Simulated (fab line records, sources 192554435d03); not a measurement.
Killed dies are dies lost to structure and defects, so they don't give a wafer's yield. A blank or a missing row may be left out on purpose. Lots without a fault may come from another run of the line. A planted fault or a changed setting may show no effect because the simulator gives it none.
fab line records | flow n5_finfet | part 1 of 2: steps 1 to 4 of 6
record lots=23 wafers=69 last_day=18
route steps=1938 shown BEOL_M0_CUTY@712 BEOL_M0@717 BEOL_M1@776 BEOL_M2@863
lots that met no fault: from a run of the same line without faults
start_h: hours from the record's first day to the start of the lot's first wafer shown | wait_h: hours since the lot's step before | " the same as in the row above | L1.1+2: a row that stands for several wafers | - no value, or no start given | * or withheld: withheld | < > ~ a bound
route shown NAME@n: a module of which the file shows steps, and the number in the route of the first | usual: mean/standard deviation of fault-free wafers | same: alike in all rows | chamber/n: place in a boat | sites: the reading at each site | _std_site: their standard deviation | _edge_site: outer sites' mean less inner sites' | radius_mm: how far each site lies from the wafer's centre | mask NAME#n: copy n | behind: the tool/chamber that last shaped the wafer | hold: why the lot was held/for how many hours/how that ended | device: the transistor (n, p or np) that didn't switch | end of line: the same wafers' tests at the end of the route | a step without rows: its recipe alone | killed: dies lost to structure and defects at the first sort, not the wafer's yield | map: a wafer's dies, x killed, . not, _ none there
set.NAME: the setting as run; set.NAME@STEP: as run at that earlier step | model.NAME: the simulator's own value behind a step, which no gauge read
steps of the route over a sample of lots; a table a step, a row a wafer
services: from which hour (start_h, from the record's first day; less than 0 if before it) a tool's chamber was out of use, for how many hours, and why
## steps
# step N5_BEOL_M0_CUTY_ETCH_62
# recipe chemistry=CF4 target=SiARC mask_material=CAR-ArF-block time_s=58.5 ion_energy_ev=80 pressure_mtorr=40 source_w=545 bias_w=36 Ar_flow_sccm=100 cf4_flow_sccm=100 ends=cleared
# usual drypump_motor_current_A=6.0/0.37 etch_rf_on_time_s=58.4/0.92 mfc_ar_sccm=100.0/0.32 oes_product_au=0.68/0.081 rf_vpp_V=183.9/1.2 showerhead_plenum_p_Torr=2.14/0.054 throttle_valve_pct=15.64/0.3
# columns lot.wafer tool chamber start_h wait_h drypump_motor_current_A etch_rf_on_time_s mfc_ar_sccm oes_product_au rf_hours_counter_h rf_vpp_V showerhead_plenum_p_Torr throttle_valve_pct
L074.1 rie_diel-04 1 114.35 0.0 6.0 57.6 99.6 0.62 159 181.9 2.14 15.60
L074.4 " 2 " " 5.3 58.7 99.8 0.59 239 185.7 2.12 15.66
L074.5 " 3 " " 6.4 58.8 99.5 0.58 - 184.3 2.03 16.04
L075.2 rie_diel-04 0 121.08 0.0 5.4 58.4 99.8 0.59 230 183.9 2.20 15.65
L075.3 " 1 " " 6.0 57.8 99.7 0.61 161 183.9 2.14 15.59
L075.6 " 3 " " 6.3 60.1 100.3 0.58 - 182.6 2.03 16.03
L076.2 rie_diel-03 3 125.42 0.0 6.4 58.7 100.4 0.71 86 185.4 2.16 15.44
L076.4 " 3 " " 6.4 58.5 100.4 0.71 - 184.4 2.16 15.43
L076.6 " 2 " " 5.5 59.4 99.8 0.60 - 184.7 2.21 16.14
L077.2 rie_diel-05 1 133.54 0.0 6.2 60.1 99.8 0.59 235 183.8 2.11 15.98
L077.3 " 3 " " 6.2 59.1 100.2 0.62 193 186.2 2.22 15.97
L077.5 " 0 " " 6.0 58.3 100.7 0.74 - 182.0 2.09 15.24
L078.2 rie_diel-04 2 135.50 0.0 5.4 60.4 100.4 0.58 250 182.7 2.11 15.69
L078.3 " 0 " " 5.4 59.5 99.5 0.57 237 186.2 2.20 15.68
L078.4 " 1 " " 6.0 58.8 99.7 0.61 - 184.7 2.14 15.60
L080.2 rie_diel-03 0 145.20 0.0 5.7 57.8 100.1 0.74 53 184.1 2.18 15.75
L080.3 " 3 " " 6.3 58.7 99.9 0.69 95 183.4 2.16 15.44
L080.4 " 3 " " 6.4 58.5 99.7 0.70 - 185.7 2.16 15.44
L079.1 rie_diel-05 3 151.30 0.0 6.2 59.3 100.1 0.62 199 186.5 2.21 15.99
L079.2 " 1 " " 6.2 60.8 99.6 0.58 242 184.2 2.10 16.00
L079.5 " 2 " " 6.3 57.6 99.8 0.70 - 183.2 2.09 15.36
L081.3 rie_diel-05 2 157.50 0.0 6.3 56.4 100.1 0.71 71 182.9 2.09 15.37
L081.4 " 0 " " 6.0 57.4 99.7 0.73 65 183.8 2.08 15.25
L081.6 " 1 " " 6.2 59.4 100.4 0.58 - 183.9 2.10 15.98
L082.1 rie_diel-05 0 167.11 0.0 6.1 58.2 100.1 0.72 69 182.7 2.08 15.27
L082.5 " 0 " " 6.0 58.7 100.5 0.71 - 184.6 2.08 15.27
L082.6 " 3 " " 6.2 59.0 99.2 0.61 - 187.2 2.21 16.02
L083.2 rie_diel-05 3 169.97 0.0 6.2 58.5 100.1 0.61 207 185.2 2.21 16.02
L083.4 " 0 " " 6.0 58.6 100.4 0.72 70 183.5 2.08 15.28
L083.5 " 3 " " 6.2 59.5 100.0 0.61 - 185.0 2.21 16.01
L084.1 rie_diel-05 2 174.20 0.0 6.3 57.0 99.6 0.71 77 182.7 2.09 15.37
L084.5 " 2 " " 6.3 57.5 99.9 0.70 - 183.1 2.09 15.36
L084.6 " 3 " " 6.2 59.0 100.0 0.61 - 185.3 2.21 16.00
L085.2 rie_diel-04 2 186.14 0.0 5.4 57.1 100.3 0.83 6 184.4 2.11 15.21
L085.3 " 1 " " 6.0 57.4 99.8 0.60 194 184.6 2.13 15.66
L085.4 " 3 " " 6.3 58.9 99.6 0.58 - 182.1 2.02 16.08
L086.1 rie_diel-03 3 188.79 0.0 6.3 58.0 100.3 0.69 111 182.8 2.16 15.49
L086.5 " 3 " " 6.3 57.7 100.4 0.69 - 183.5 2.16 15.49
L086.6 " 0 " " 5.7 57.3 99.8 0.73 - 183.2 2.17 15.80
L087.2 rie_diel-03 0 192.98 0.0 5.7 57.7 99.4 0.72 70 185.2 2.17 15.80
L087.4 " 3 " " 6.3 58.7 100.2 0.68 112 185.4 2.15 15.49
L087.6 " 2 " " 5.5 59.6 100.0 0.59 - 184.3 2.20 16.20
L088.1 rie_diel-04 1 203.04 0.0 6.0 58.0 100.8 0.59 201 183.9 2.13 15.68
L088.3 " 2 " " 5.4 57.9 100.3 0.80 13 186.1 2.11 15.22
L088.5 " 2 " " 5.4 57.4 100.1 0.80 - 182.6 2.11 15.22
L090.2 rie_diel-04 2 208.43 0.0 5.4 57.3 100.5 0.81 15 182.7 2.10 15.23
L090.3 " 0 " " 5.4 56.7 100.3 0.84 8 183.8 2.19 15.23
L090.4 " 3 " " 6.4 56.7 99.8 0.84 2 185.8 2.28 15.57
L091.2 rie_diel-03 1 221.17 0.0 6.5 58.6 100.0 0.75 25 183.9 2.10 15.70
L091.3 " 0 " " 5.7 57.1 100.2 0.72 81 184.0 2.17 15.82
L091.5 " 3 " " 6.3 58.9 100.6 0.67 - 184.4 2.15 15.51
L092.2 rie_diel-05 1 224.42 0.0 6.2 58.7 100.1 0.77 11 181.9 2.10 15.53
L092.4 " 3 " " 6.2 58.9 99.9 0.60 225 184.4 2.20 16.06
L092.6 " 3 " " 6.3 58.9 100.1 0.60 - 184.0 2.20 16.06
L093.1 rie_diel-04 1 224.92 0.0 6.0 58.2 99.7 0.59 208 183.2 2.12 15.68
L093.2 " 2 " " 5.3 58.4 100.2 0.78 20 183.6 2.10 15.23
L093.5 " 2 " " 5.3 58.2 99.6 0.79 - 184.2 2.10 15.24
L094.2 rie_diel-05 2 231.50 0.0 6.3 58.1 99.3 0.67 101 184.7 2.08 15.42
L094.3 " 0 " " 6.0 58.6 100.3 0.69 92 182.3 2.07 15.32
L094.4 " 3 " " 6.2 59.3 100.2 0.60 227 184.5 2.20 16.07
L095.1 rie_diel-03 1 235.10 0.0 6.5 57.7 100.2 0.76 30 183.6 2.10 15.71
L095.3 " 2 " " 5.5 59.3 100.0 0.58 247 183.6 2.19 16.22
L095.5 " 0 " " 5.8 57.5 100.3 0.71 - 183.7 2.17 15.83
L096.1 rie_diel-04 0 247.67 0.0 5.4 57.7 100.2 0.79 22 185.8 2.18 15.23
L096.3 " 1 " " 6.0 58.8 99.7 0.58 217 182.2 2.12 15.71
L096.5 " 3 " " 6.3 58.1 99.9 0.78 - 185.8 2.27 15.59
L097.2 rie_diel-03 0 250.98 0.0 5.8 57.3 99.9 0.70 95 184.8 2.16 15.84
L097.3 " 1 " " 6.5 57.9 100.4 0.75 37 183.5 2.09 15.72
L097.5 " 1 " " 6.5 58.6 100.3 0.74 - 182.9 2.09 15.74
# step N5_BEOL_M0_STRIP_140
# recipe chemistry=CF4 resist=SiARC power_w=300 bias_power_w=75 pressure_mtorr=50 cf4_flow_sccm=150 rf_frequency_hz=6e+07
# usual drypump_motor_current_A=6.1/0.35 oes_product_au=0.79/0.089 rf_vpp_V=271.0/1.6 showerhead_plenum_p_Torr=1.79/0.047 throttle_valve_pct=13.6/0.32
# columns lot.wafer tool chamber start_h wait_h drypump_motor_current_A oes_product_au rf_hours_counter_h rf_vpp_V showerhead_plenum_p_Torr throttle_valve_pct
L074.1 rie_diel-05 0 116.80 0.3 6.0 0.86 50 269.7 1.74 13.2
L074.4 " 2 " " 6.3 0.82 57 270.9 1.76 13.3
L074.5 " 0 " " 6.0 0.86 - 272.0 1.74 13.2
L075.2 rie_diel-03 1 121.84 0.1 6.5 0.67 249 270.6 1.77 14.2
L075.3 " 0 " " 5.7 0.87 43 270.3 1.83 13.7
L075.6 " 1 " " 6.5 0.67 - 269.9 1.76 14.1
L076.2 rie_diel-03 0 125.99 0.1 5.7 0.86 45 273.3 1.83 13.7
L076.4 " 3 " " 6.3 0.82 - 271.6 1.81 13.4
L076.6 " 2 " " 5.5 0.70 - 270.6 1.85 14.1
L077.2 rie_diel-05 0 135.19 0.1 6.0 0.84 57 269.7 1.74 13.2
L077.3 " 3 " " 6.2 0.71 194 272.6 1.86 14.0
L077.5 " 1 " " 6.3 0.69 - 269.4 1.76 14.0
L078.2 rie_diel-05 1 136.05 0.2 6.2 0.69 236 269.1 1.76 14.0
L078.3 " 2 " " 6.3 0.81 63 270.7 1.76 13.3
L078.4 " 0 " " 6.1 0.85 57 267.1 1.74 13.2
L080.2 rie_diel-04 1 148.03 0.1 6.0 0.70 174 270.2 1.79 13.6
L080.3 " 2 " " 5.3 0.68 255 269.1 1.77 13.7
L080.4 " 2 " " 5.3 0.68 - 269.8 1.77 13.7
L079.1 rie_diel-03 0 152.26 0.3 5.8 0.84 56 273.3 1.83 13.7
L079.2 " 3 " " 6.3 0.80 97 272.5 1.81 13.4
L079.5 " 0 " " 5.8 0.85 - 272.4 1.83 13.7
L081.3 rie_diel-04 1 159.46 0.1 6.0 0.70 180 269.7 1.79 13.6
L081.4 " 0 " " 5.4 0.66 - 271.9 1.83 13.7
L081.6 " 3 " " 6.3 0.68 - 268.9 1.70 14.0
L082.1 rie_diel-05 0 168.28 0.1 6.0 0.83 69 271.0 1.74 13.2
L082.5 " 2 " " 6.3 0.81 - 270.4 1.75 13.3
L082.6 " 1 " " 6.2 0.68 - 270.3 1.76 14.0
L083.2 rie_diel-05 2 171.33 0.1 6.3 0.80 76 270.9 1.75 13.4
L083.4 " 1 " " 6.2 0.68 249 273.3 1.76 14.0
L083.5 " 1 " " 6.2 0.69 - 269.1 1.76 14.0
L084.1 rie_diel-05 3 178.72 0.6 6.2 0.70 210 271.2 1.85 14.0
L084.5 " 3 " " 6.2 0.70 - 272.2 1.85 14.0
L084.6 " 2 " " 6.4 0.79 - 270.0 1.75 13.3
L085.2 rie_diel-04 2 186.62 0.2 5.4 0.94 6 271.1 1.77 13.2
L085.3 " 1 " " 6.0 0.69 194 272.6 1.79 13.7
L085.4 " 2 " " 5.3 0.94 - 270.1 1.77 13.2
L086.1 rie_diel-04 0 189.43 0.1 5.4 0.99 0 273.7 1.83 13.1
L086.5 " 0 " " 5.4 1.01 - 270.1 1.83 13.1
L086.6 " 1 " " 6.0 0.69 - 272.8 1.79 13.6
L087.2 rie_diel-05 2 196.70 0.2 6.3 0.79 88 268.5 1.75 13.4
L087.4 " 2 " " 6.3 0.78 - 267.5 1.75 13.4
L087.6 " 2 " " 6.3 0.79 - 271.0 1.75 13.4
L088.1 rie_diel-05 1 205.36 0.5 6.2 0.92 3 269.9 1.76 13.4
L088.3 " 0 " " 6.0 0.81 82 271.2 1.74 13.2
L088.5 " 1 " " 6.2 0.91 - 271.4 1.76 13.4
L090.2 rie_diel-03 1 209.16 0.4 6.5 0.89 21 272.2 1.76 13.6
L090.3 " 2 " " 5.5 0.68 238 271.4 1.84 14.2
L090.4 " 3 " " 6.4 0.78 119 272.2 1.80 13.5
L091.2 rie_diel-05 3 224.20 0.5 6.2 0.70 225 271.2 1.85 14.1
L091.3 " 0 " " 6.0 0.81 90 270.0 1.73 13.3
L091.5 " 3 " " 6.2 0.70 - 272.2 1.85 14.0
L092.2 rie_diel-04 3 228.04 0.1 6.3 0.92 8 274.9 1.90 13.5
L092.4 " 2 " " 5.4 0.90 21 272.3 1.76 13.2
L092.6 " 3 " " 6.4 0.92 - 272.8 1.90 13.5
L093.1 rie_diel-05 1 228.28 0.2 6.2 0.90 11 271.0 1.75 13.4
L093.2 " 2 " " 6.3 0.77 101 267.9 1.75 13.4
L093.5 " 2 " " 6.3 0.78 - 268.2 1.75 13.4
L094.2 rie_diel-04 1 232.97 0.2 6.0 0.67 210 270.6 1.78 13.7
L094.3 " 0 " " 5.4 0.91 16 273.2 1.83 13.2
L094.4 " 2 " " 5.3 0.89 22 270.8 1.76 13.2
L095.1 rie_diel-03 0 237.33 0.4 5.8 0.81 88 272.4 1.82 13.8
L095.3 " 1 " " 6.5 0.87 31 270.7 1.76 13.6
L095.5 " 3 " " 6.3 0.77 - 269.2 1.80 13.5
L096.1 rie_diel-03 0 249.66 0.1 5.8 0.81 94 269.2 1.82 13.8
L096.3 " 3 " " 6.3 0.77 135 272.3 1.80 13.5
L096.5 " 0 " " 5.7 0.80 - 272.0 1.82 13.8
L097.2 rie_diel-05 0 253.53 0.1 6.0 0.79 100 271.4 1.73 13.3
L097.3 " 3 " " 6.2 0.69 236 273.2 1.84 14.1
L097.5 " 1 " " 6.3 0.87 - 271.5 1.75 13.5
# step N5_BEOL_M1_CD_MEAS_18
# recipe pitch_nm=36 target_cd_nm=18
# usual cd_nm=17.93/0.28
# columns lot.wafer tool chamber start_h wait_h cd_nm
L074.1 cd_sem-02 - 123.63 0.0 17.89
L074.4 " - " " 18.14
L074.5 " - " " 18.17
L075.2 cd_sem-01 - 127.84 0.1 18.06
L075.3 " - " " 17.68
L075.6 " - " " 17.55
L076.2 cd_sem-02 - 132.83 0.1 17.52
L076.4 " - " " 18.33
L076.6 " - " " 18.53
L077.2 cd_sem-02 - 140.59 0.1 17.96
L077.3 " - " " 18.04
L077.5 " - " " 17.73
L078.2 cd_sem-02 - 145.67 0.1 18.43
L078.3 " - " " 17.74
L078.4 " - " " 17.95
L080.2 cd_sem-02 - 153.99 0.1 17.94
L080.3 " - " " 18.22
L080.4 " - " " 17.95
L079.1 cd_sem-01 - 161.21 0.0 18.28
L079.2 " - " " 17.78
L079.5 " - " " 17.98
L081.3 cd_sem-01 - 164.91 0.1 17.95
L081.4 " - " " 18.13
L081.6 " - " " 18.43
L082.1 cd_sem-03 - 175.36 0.0 17.98
L082.5 " - " " 18.40
L082.6 " - " " 17.65
L083.2 cd_sem-02 - 179.74 0.1 17.86
L083.4 " - " " 17.76
L083.5 " - " " 17.53
L084.1 cd_sem-03 - 185.95 0.0 17.71
L084.5 " - " " 18.07
L084.6 " - " " 18.06
L085.2 cd_sem-01 - 191.50 0.1 17.29
L085.3 " - " " 17.24
L085.4 " - " " 17.57
L086.1 cd_sem-03 - 198.02 0.0 18.20
L086.5 " - " " 18.09
L086.6 " - " " 17.62
L087.2 cd_sem-03 - 202.58 0.1 17.99
L087.4 " - " " 17.92
L087.6 " - " " 18.02
L088.1 cd_sem-01 - 213.05 0.1 18.38
L088.3 " - " " 17.61
L088.5 " - " " 17.37
L090.2 cd_sem-02 - 217.91 0.1 18.19
L090.3 " - " " 18.06
L090.4 " - " " 17.95
L091.2 cd_sem-03 - 229.86 0.1 17.62
L091.3 " - " " 17.89
L091.5 " - " " 17.76
L092.2 cd_sem-03 - 233.18 0.1 17.89
L092.4 " - " " 17.80
L092.6 " - " " 18.01
L093.1 cd_sem-03 - 234.75 0.0 18.23
L093.2 " - " " 17.99
L093.5 " - " " 18.49
L094.2 cd_sem-03 - 238.65 0.1 17.94
L094.3 " - " " 18.14
L094.4 " - " " 17.72
L095.1 cd_sem-01 - 245.21 0.0 18.19
L095.3 " - " " 18.14
L095.5 " - " " 18.23
L096.1 cd_sem-03 - 257.80 0.0 17.87
L096.3 " - " " 17.85
L096.5 " - " " 17.99
L097.2 cd_sem-01 - 259.64 0.1 17.60
L097.3 " - " " 17.67
L097.5 " - " " 17.84
# step N5_BEOL_M1_CD_MEAS_28
# recipe landing_energy_ev=500 detector=se_inlens target_cd_y_nm=23.3
# usual cd_nm=23.92/0.22
# columns lot.wafer tool chamber start_h wait_h cd_nm
L074.1 cd_sem-03 0 124.08 - 23.89
L074.4 " 0 " " 24.39
L074.5 " 0 " " 24.34
L075.2 cd_sem-01 0 128.16 - 23.44
L075.3 " 0 " " 23.35
L075.6 " 0 " " 24.21
L076.2 cd_sem-01 0 133.15 - 24.01
L076.4 " 0 " " 23.79
L076.6 " 0 " " 24.01
L077.2 cd_sem-01 0 140.91 - 23.94
L077.3 " 0 " " 23.91
L077.5 " 0 " " 23.99
L078.2 cd_sem-03 0 145.99 - 24.03
L078.3 " 0 " " 23.98
L078.4 " 0 " " 23.71
L080.2 cd_sem-01 0 154.44 - 24.19
L080.3 " 0 " " 23.96
L080.4 " 0 " " 23.58
L079.1 cd_sem-02 0 161.53 - 23.62
L079.2 " 0 " " 23.84
L079.5 " 0 " " 24.06
L081.3 cd_sem-03 0 165.23 - 23.93
L081.4 " 0 " " 23.56
L081.6 " 0 " " 23.92
L082.1 cd_sem-01 0 175.68 - 23.67
L082.5 " 0 " " 23.65
L082.6 " 0 " " 24.11
L083.2 cd_sem-02 0 180.19 - 23.93
L083.4 " 0 " " 24.07
L083.5 " 0 " " 24.21
L084.1 cd_sem-03 0 186.27 - 23.90
L084.5 " 0 " " 24.09
L084.6 " 0 " " 24.17
L085.2 cd_sem-03 0 191.94 - 23.73
L085.3 " 0 " " 23.82
L085.4 " 0 " " 24.01
L086.1 cd_sem-01 0 198.46 - 24.00
L086.5 " 0 " " 24.06
L086.6 " 0 " " 24.36
L087.2 cd_sem-03 0 202.90 - 23.93
L087.4 " 0 " " 24.15
L087.6 " 0 " " 24.09
L088.1 cd_sem-03 0 213.42 - 23.68
L088.3 " 0 " " 23.97
L088.5 " 0 " " 23.84
L090.2 cd_sem-01 0 218.40 - 23.79
L090.3 " 0 " " 23.85
L090.4 " 0 " " 24.00
L091.2 cd_sem-03 0 230.18 - 23.85
L091.3 " 0 " " 23.67
L091.5 " 0 " " 23.75
L092.2 cd_sem-03 0 233.63 - 23.87
L092.4 " 0 " " 23.80
L092.6 " 0 " " 24.19
L093.1 cd_sem-01 0 235.07 - 23.62
L093.2 " 0 " " 23.88
L093.5 " 0 " " 24.31
L094.2 cd_sem-01 0 238.96 - 24.37
L094.3 " 0 " " 23.94
L094.4 " 0 " " 24.20
L095.1 cd_sem-03 0 245.53 - 23.79
L095.3 " 0 " " 24.11
L095.5 " 0 " " 23.97
L096.1 cd_sem-01 0 258.12 - 23.93
L096.3 " 0 " " 23.83
L096.5 " 0 " " 23.54
L097.2 cd_sem-01 0 259.96 - 23.79
L097.3 " 0 " " 24.08
L097.5 " 0 " " 24.05
